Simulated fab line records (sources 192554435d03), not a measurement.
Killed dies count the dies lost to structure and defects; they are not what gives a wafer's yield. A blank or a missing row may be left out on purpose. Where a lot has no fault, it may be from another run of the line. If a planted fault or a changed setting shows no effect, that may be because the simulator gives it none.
Split-lot experiment | flow n5 finfet | route with 1938 steps; 7 lots, 21 wafers read

## ABOUT THE SPLIT
At N5_MOL_CONTACT_COAG_ETCH_105 (etches SiARC in CF4, target depth 15.6 nm, time 26 s), the setting bias w was moved away from the recipe's 36 W on 5 of the 21 wafers read, by -11.6% to +17.6%. The other wafers ran this setting at the recipe's value.

The split's own step is where the reading is taken.

## THE READING
rf vpp V, in V, at N5_MOL_CONTACT_COAG_ETCH_105 (etches SiARC in CF4, target depth 15.6 nm, time 26 s). Typical for fault-free wafers on this fab line: 184.0 V, with standard deviation 1.1 V.

wafer  | tool, chamber at the split | bias w as run, W | against the recipe | rf vpp V, V | against lot-mates on the recipe
L078.2 | rie diel-05, 1             | 36               | recipe             | 183.5       | -
L078.3 | rie diel-05, 0             | 36               | recipe             | 184.6       | -
L078.5 | rie diel-05, 1             | 36               | recipe             | 184.4       | -
L085.1 | rie diel-06, 0             | 42.35            | +17.6%             | 204.7       | +21.7
L085.4 | rie diel-06, 2             | 42.35            | +17.6%             | 204.0       | +21.0
L085.5 | rie diel-06, 3             | 36               | recipe             | 183.0       | -
L086.1 | rie diel-05, 1             | 36               | recipe             | 182.9       | -
L086.5 | rie diel-05, 2             | 36               | recipe             | 185.4       | -
L086.6 | rie diel-05, 1             | 36               | recipe             | 183.8       | -
L092.1 | rie diel-06, 0             | 36               | recipe             | 185.2       | -
L092.4 | rie diel-06, 1             | 36               | recipe             | 182.9       | -
L092.6 | rie diel-06, 3             | 36               | recipe             | 184.4       | -
L093.2 | rie diel-05, 1             | 41.12            | +14.2%             | 199.5       | +15.6
L093.4 | rie diel-05, 3             | 36               | recipe             | 184.5       | -
L093.6 | rie diel-05, 3             | 36               | recipe             | 183.4       | -
L094.2 | rie diel-05, 1             | 31.84            | -11.6%             | 169.4       | -15.2
L094.3 | rie diel-05, 3             | 31.84            | -11.6%             | 170.0       | -14.6
L094.6 | rie diel-05, 3             | 36               | recipe             | 184.6       | -
L096.1 | rie diel-05, 1             | 36               | recipe             | 183.5       | -
L096.2 | rie diel-05, 3             | 36               | recipe             | 184.1       | -
L096.3 | rie diel-05, 2             | 36               | recipe             | 183.3       | -

FIT RESULTS
A straight line over all 21 wafers: rf vpp V changes by +1.17 V for each +1% of bias w; r = +1.00; the points scatter about the line by 0.79 V.
The same after taking each lot's own level away (the mean of its wafers on the recipe; 21 wafers): +1.21 V for each +1%; r = +1.00; scatter 0.79 V.
On that fit, the largest move of bias w shifts the reading by 21 V.
The lots' own levels span 183.00 to 184.60 V, that is 1.5 times the standard deviation above.
So the lot-to-lot level changes the slope little: the two slopes agree.
Check: with one of the wafers moved furthest among these (+17.6%) left out of the fit, the line predicts +21 V for it against its lot-mates. Against them it came out at +21.7 V.
Tool readings at the split's step, against how far the setting was moved: rf vpp V r = +1.00.

## THESE WAFERS: OTHER SPLITS
These wafers also went through other splits before the reading. Each is held against what the fit with the lots' levels taken away leaves over:
other split on the same wafers        | wafers away from the commonest value | r with rf vpp V (lot level and that fit taken away)
N5_ILD0_ALD_15 ald cycles             | 4                                    | -0.23
N5_SDB_ALD_29 ald cycles              | 3                                    | -0.23
N5_GATE_CUT_ALD_22 ald cycles         | 5                                    | -0.19
N5_MOL_CONTACT_COAG_COAT_104 spin rpm | 5                                    | -0.17

## THE FILE'S OWN FIT
rf vpp V changes by +1.19 V for each +1% of bias w, r = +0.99.
